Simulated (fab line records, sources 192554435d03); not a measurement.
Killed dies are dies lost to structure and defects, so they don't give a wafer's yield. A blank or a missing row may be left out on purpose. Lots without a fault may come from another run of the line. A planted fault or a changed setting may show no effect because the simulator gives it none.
Which tool did it? | flow n5_finfet | 9 lots, 27 wafers sampled, at 6 steps of a route of 1938

WHAT THE GAUGES READ, wafer by wafer
N5_BEOL_M4_RC_MEAS_101. Usual: DIBL_N 35.8 mV/V, standard deviation 1.7; DIBL_P 35.3 mV/V, standard deviation 2; IOFF_N 0.150 nA/um, standard deviation 0.026; IOFF_P 0.194 nA/um, standard deviation 0.029; ION_N 667 uA/um, standard deviation 11; ION_P 456 uA/um, standard deviation 7.1; SS_N 71.4 mV/dec, standard deviation 0.65; SS_P 73.1 mV/dec, standard deviation 0.64; VT_N 251 mV, standard deviation 3; VT_P -252 mV, standard deviation 3.2.
lot  | measured     | on        | DIBL_N (mV/V)  | DIBL_P (mV/V)  | IOFF_N (nA/um)    | IOFF_P (nA/um)    | ION_N (uA/um) | ION_P (uA/um) | SS_N (mV/dec)  | SS_P (mV/dec)  | VT_N (mV)   | VT_P (mV)      | flag
L663 | day 10 23:08 | prober-02 | 36.3 35.5 35.1 | 39.2 38.0 37.0 | 0.181 0.148 0.158 | 0.208 0.189 0.186 | 679 659 675   | 459 453 458   | 71.7 72.0 71.8 | 73.6 73.9 72.7 | 248 249 252 | -252 -253 -253 |
L661 | day 11 02:30 | prober-01 | 37.5 38.0 35.9 | 35.6 37.8 35.0 | 0.165 0.195 0.141 | 0.191 0.236 0.187 | 659 665 644   | 444 447 442   | 72.8 72.9 72.0 | 73.9 74.3 72.9 | 253 246 253 | -255 -248 -253 |
L668 | day 12 09:15 | prober-01 | 36.8 36.0 36.3 | 35.8 34.6 36.0 | 0.160 0.148 0.154 | 0.220 0.216 0.232 | 670 672 666   | 466 463 463   | 71.6 71.1 71.7 | 73.3 73.3 73.3 | 251 250 250 | -246 -245 -246 |
L672 | day 13 19:43 | prober-02 | 36.6 35.7 35.0 | 34.3 35.7 32.6 | 0.161 0.151 0.134 | 0.192 0.210 0.162 | 668 677 659   | 456 458 449   | 72.1 72.2 71.6 | 74.2 73.4 72.8 | 251 249 253 | -252 -251 -255 |
L675 | day 14 01:52 | prober-02 | 36.2 37.0 35.2 | 37.5 36.5 35.8 | 0.165 0.162 0.137 | 0.234 0.206 0.201 | 667 678 659   | 458 464 459   | 71.4 71.6 71.2 | 74.2 73.9 73.3 | 244 249 250 | -247 -249 -250 |
L674 | day 14 05:40 | prober-01 | 38.3 36.9 37.8 | 35.3 34.6 34.8 | 0.186 0.161 0.171 | 0.213 0.204 0.199 | 669 677 688   | 456 466 464   | 72.2 71.9 72.1 | 73.8 73.9 73.1 | 247 249 248 | -252 -251 -250 |
L679 | day 14 23:49 | prober-01 | 36.1 38.2 34.3 | 35.1 36.6 31.9 | 0.165 0.209 0.121 | 0.231 0.262 0.186 | 666 691 652   | 467 470 458   | 71.9 71.8 70.9 | 72.7 73.3 72.6 | 245 243 251 | -246 -244 -251 |
L681 | day 15 08:19 | prober-01 | 34.3 36.6 34.5 | 34.8 37.6 35.9 | 0.117 0.153 0.129 | 0.170 0.217 0.184 | 668 666 674   | 463 458 463   | 70.9 71.9 71.3 | 73.4 73.2 73.1 | 255 253 252 | -253 -251 -253 |
L683 | day 15 13:35 | prober-02 | 36.4 32.1 38.1 | 37.8 30.6 38.0 | 0.167 0.103 0.195 | 0.192 0.114 0.186 | 676 649 674   | 457 443 452   | 71.4 70.6 72.7 | 73.8 71.6 73.5 | 247 255 247 | -252 -260 -255 |

WHICH TOOL RAN EACH LOT (tool, then ch and the chambers of the sampled wafers, then the start)
lot  | N5_BEOL_M3_ANNEAL_89         | N5_BEOL_M3_CO_CAP_55             | N5_BEOL_M3_DEP_57               | N5_BEOL_M4_PECVD_72             | N5_BEOL_M4_CMP_52
L663 | pvd_sputter-01, day 9 08:57  | cvd_co-02 ch 1,2, day 9 10:52    | pecvd-02 ch 0,1,2, day 9 10:59  | pecvd-04 ch 1,2, day 9 11:14    | cmp-03 ch 0,2,3, day 10 22:34
L661 | pvd_sputter-03, day 9 10:55  | cvd_co-02 ch 0,1, day 9 13:36    | pecvd-04 ch 0,1, day 9 13:43    | pecvd-04 ch 0,1, day 9 13:57    | cmp-03 ch 2,3, day 11 01:37
L668 | pvd_sputter-03, day 10 21:52 | cvd_co-02 ch 0,1,2, day 10 23:38 | pecvd-02 ch 0,1,2, day 10 23:45 | pecvd-04 ch 1,2, day 10 23:59   | cmp-02 ch 0,2, day 12 08:20
L672 | pvd_sputter-03, day 11 22:50 | cvd_co-02 ch 0,1,2, day 12 00:31 | pecvd-01 ch 0,2, day 12 00:37   | pecvd-03 ch 1,2, day 12 00:52   | cmp-02 ch 0,3, day 13 18:47
L675 | pvd_sputter-03, day 12 12:32 | cvd_co-01 ch 0,1, day 12 14:29   | pecvd-02 ch 1,2, day 12 14:37   | pecvd-01 ch 0,1,2, day 12 14:52 | cmp-03 ch 1,3, day 14 01:06
L674 | pvd_sputter-02, day 13 01:46 | cvd_co-01 ch 0,1,2, day 13 03:49 | pecvd-04 ch 1,2, day 13 03:55   | pecvd-03 ch 1,2, day 13 04:10   | cmp-04 ch 1,2,3, day 14 05:08
L679 | pvd_sputter-01, day 13 14:30 | cvd_co-01 ch 0,1, day 13 16:13   | pecvd-02 ch 0,1,2, day 13 16:20 | pecvd-01 ch 0,2, day 13 16:34   | cmp-04 ch 0,1,2, day 14 23:10
L681 | pvd_sputter-01, day 13 21:57 | cvd_co-01 ch 0,1,2, day 13 23:37 | pecvd-02 ch 0,2, day 13 23:44   | pecvd-04 ch 0,1, day 13 23:58   | cmp-02 ch 0,1,3, day 15 07:37
L683 | pvd_sputter-01, day 14 08:16 | cvd_co-01 ch 0,1, day 14 09:58   | pecvd-04 ch 1,2, day 14 10:05   | pecvd-04 ch 0,1,2, day 14 10:19 | cmp-04 ch 0,1, day 15 12:45
- N5_BEOL_M3_ANNEAL_89: time 240 s.
- N5_BEOL_M3_CO_CAP_55: material Co, precursor CCTBA/H2, target thk 2 nm, time 102.1 s.
- N5_BEOL_M3_DEP_57: deposits SiCN from 3MS/NH3, target thk 8 nm, time 14 s.
- N5_BEOL_M4_PECVD_72: deposits SiO2 from TEOS/O2, target thk 16 nm, time 18 s.
- N5_BEOL_M4_CMP_52: polishes, stops on SiOC, t overpolish 6.8 s, target thk 40 nm.

WHAT THE TOOLS THEMSELVES READ (means of the sampled wafers that have a number; where no wafer has one, the mark that the record gives instead)
N5_BEOL_M3_ANNEAL_89. Usual: heater_power_w 782 W, standard deviation 90.
lot  | tool           | heater_power_w (W) | flag
L663 | pvd_sputter-01 | 822                |
L661 | pvd_sputter-03 | 751                |
L668 | pvd_sputter-03 | 743                |
L672 | pvd_sputter-03 | 800                |
L675 | pvd_sputter-03 | 789                |
L674 | pvd_sputter-02 | 698                |
L679 | pvd_sputter-01 | 854                |
L681 | pvd_sputter-01 | 851                |
L683 | pvd_sputter-01 | 778                |

N5_BEOL_M3_CO_CAP_55. Usual: heater_power_outer_w 119 W, standard deviation 11; heater_power_w 221 W, standard deviation 15.
lot  | tool      | heater_power_outer_w (W) | heater_power_w (W) | flag
L663 | cvd_co-02 | 135                      | 238                |
L661 | cvd_co-02 | 124                      | 237                |
L668 | cvd_co-02 | 125                      | 231                |
L672 | cvd_co-02 | 126                      | 230                |
L675 | cvd_co-01 | 111                      | 214                |
L674 | cvd_co-01 | 113                      | 214                |
L679 | cvd_co-01 | 111                      | 214                |
L681 | cvd_co-01 | 112                      | 208                |
L683 | cvd_co-01 | 111                      | 211                |

N5_BEOL_M3_DEP_57. Usual: showerhead_plenum_p_Torr 3.670 Torr, standard deviation 0.017; throttle_valve_pct 9.0 %, standard deviation 0.5.
lot  | tool     | showerhead_plenum_p_Torr (Torr) | throttle_valve_pct (%) | flag
L663 | pecvd-02 | 3.670                           | 8.9                    |
L661 | pecvd-04 | 3.655                           | 8.8                    |
L668 | pecvd-02 | 3.665                           | 9.1                    |
L672 | pecvd-01 | 3.675                           | 8.6                    |
L675 | pecvd-02 | 3.669                           | 9.1                    |
L674 | pecvd-04 | 3.656                           | 8.7                    |
L679 | pecvd-02 | 3.666                           | 8.9                    |
L681 | pecvd-02 | 3.675                           | 9.2                    |
L683 | pecvd-04 | 3.660                           | 8.8                    |

N5_BEOL_M4_PECVD_72. Usual: heater_power_outer_w 427 W, standard deviation 80; heater_power_w 707 W, standard deviation 95; showerhead_plenum_p_Torr 8.83 Torr, standard deviation 0.083; susceptor_temp_C 400.01 C, standard deviation 0.21; throttle_valve_pct 22.1 %, standard deviation 1.6.
lot  | tool     | heater_power_outer_w (W) | heater_power_w (W) | showerhead_plenum_p_Torr (Torr) | susceptor_temp_C (C) | throttle_valve_pct (%) | flag
L663 | pecvd-04 | 570                      | 857                | 8.80                            | 400.21               | 21.6                   |
L661 | pecvd-04 | 301                      | 533                | 8.74                            | 366.29               | 22.0                   | OFF
L668 | pecvd-04 | 437                      | 693                | 8.80                            | 366.18               | 21.6                   | OFF
L672 | pecvd-03 | 414                      | 699                | 8.80                            | 399.89               | 21.3                   |
L675 | pecvd-01 | 398                      | 664                | 8.87                            | 400.08               | 22.2                   |
L674 | pecvd-03 | 368                      | 644                | 8.81                            | 399.61               | 21.3                   |
L679 | pecvd-01 | 446                      | 720                | 8.82                            | 400.11               | 21.0                   |
L681 | pecvd-04 | 396                      | 657                | 8.78                            | 399.89               | 22.6                   |
L683 | pecvd-04 | 503                      | 766                | 8.79                            | 399.89               | 22.2                   |

N5_BEOL_M4_CMP_52. Usual: barrier_field_endpoint_s 24.5 s, standard deviation 0.58; clearing_platen_rpm 50.004 rpm, standard deviation 0.025; motor_current_A 6.2 A, standard deviation 0.55; pad_life_wafers 1000, standard deviation 490; platen_rpm 50.00 rpm, standard deviation 0.034; slurry_flow_ml_min 150.0, standard deviation 0.47.
lot  | tool   | barrier_field_endpoint_s (s) | clearing_platen_rpm (rpm) | motor_current_A (A) | pad_life_wafers | platen_rpm (rpm) | slurry_flow_ml_min | flag
L663 | cmp-03 | 25.1                         | 49.979                    | 5.6                 | 1334            | 49.96            | 149.7              |
L661 | cmp-03 | 28.3                         | 49.995                    | 5.7                 | 1362            | 50.03            | 150.5              | OFF
L668 | cmp-02 | 28.7                         | 50.030                    | 6.1                 | 289             | 49.99            | 149.8              | OFF
L672 | cmp-02 | 24.3                         | 50.005                    | 6.2                 | 559             | 49.99            | 149.9              |
L675 | cmp-03 | 24.4                         | 49.971                    | 5.8                 | 1855            | 49.99            | 149.8              |
L674 | cmp-04 | 24.3                         | 50.033                    | 6.3                 | 1394            | 50.02            | 150.4              |
L679 | cmp-04 | 24.9                         | 50.007                    | 6.3                 | 1556            | 50.01            | 149.9              |
L681 | cmp-02 | 24.5                         | 49.997                    | 6.6                 | 819             | 50.02            | 150.0              |
L683 | cmp-04 | 24.2                         | 49.999                    | 6.0                 | 1674            | 50.00            | 150.2              |

THE ANSWER, worked out from the rows above alone
Rule: a lot is off if the mean of its wafers that have a number lies more than 3 standard deviations from the usual mean. A lot without any number at a reading at which 4 lots or more have one is off too. The other lots that the step has rows for count as sound. The gauges are gone through in route order, then the tools' own readings, and for those a lot's mean is taken as printed above. The first step at which some lot is off is used, and at that step the reading that is off furthest; a lot without a number counts as furthest.
Off: L661, L668, at N5_BEOL_M4_PECVD_72 (susceptor_temp_C).
A tool fits if, at that step or a process step before it, it ran every lot that is off, and no sound lot after the first of them. None of those tried fits.

WHAT THE SIMULATOR HAD PUT IN
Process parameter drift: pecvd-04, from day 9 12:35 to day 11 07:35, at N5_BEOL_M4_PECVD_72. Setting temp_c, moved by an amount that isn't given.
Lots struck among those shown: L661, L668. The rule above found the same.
